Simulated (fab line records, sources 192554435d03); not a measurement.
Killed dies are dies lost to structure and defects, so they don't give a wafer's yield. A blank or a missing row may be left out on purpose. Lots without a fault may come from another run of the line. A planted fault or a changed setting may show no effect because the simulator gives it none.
Chamber matching | flow n5_finfet | N5_BEOL_M3_ALD_98 on ald_sin-03: 4 sister chambers
The step deposits SiO2, target thk 2.5 nm, pulse time 1 s, co reactant pulse time 1 s. 4 wafers are shown with their chamber, then 10 later ones without.

WAFERS WITH THEIR CHAMBER
wafer  | chamber | heater_power_w (W)
L081.2 | 1       | 80
L086.3 | 0       | 69
L092.2 | 2       | 68
L092.4 | 3       | 88

WAFERS WITHOUT THEIR CHAMBER
wafer  | heater_power_w (W)
L092.5 | 67
L094.3 | 86
L094.4 | 70
L094.6 | 87
L096.2 | 68
L096.3 | 71
L096.5 | 79
L097.1 | 81
L097.4 | 68
L097.5 | 67

WHICH CHAMBER EACH WENT THROUGH
wafer  | from the rows above     | in truth
L092.5 | can't be placed: 2 or 0 | 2
L094.3 | 3                       | 3
L094.4 | can't be placed: 0 or 2 | 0
L094.6 | 3                       | 3
L096.2 | can't be placed: 2 or 0 | 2
L096.3 | can't be placed: 0 or 2 | 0
L096.5 | 1                       | 1
L097.1 | 1                       | 1
L097.4 | can't be placed: 2 or 0 | 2
L097.5 | can't be placed: 2 or 0 | 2
Placed correctly: 4 of 10. Can't be placed from these rows: 6 (the true chamber is among the candidates in 6). Placed wrongly: 0.
How it was worked out, from the rows above alone: a wafer's distance from a chamber is the root of the sum, over the readings, of the square of ((its reading less the chamber's mean) divided by the reading's scatter). The wafer belongs to the nearest chamber; if the next one is less than 2 further off, it can't be placed. A chamber's mean is the mean of its shown wafers. The scatter: with one shown wafer a chamber, the root of the mean of the squares of how far each hidden wafer lies from its nearest shown one.
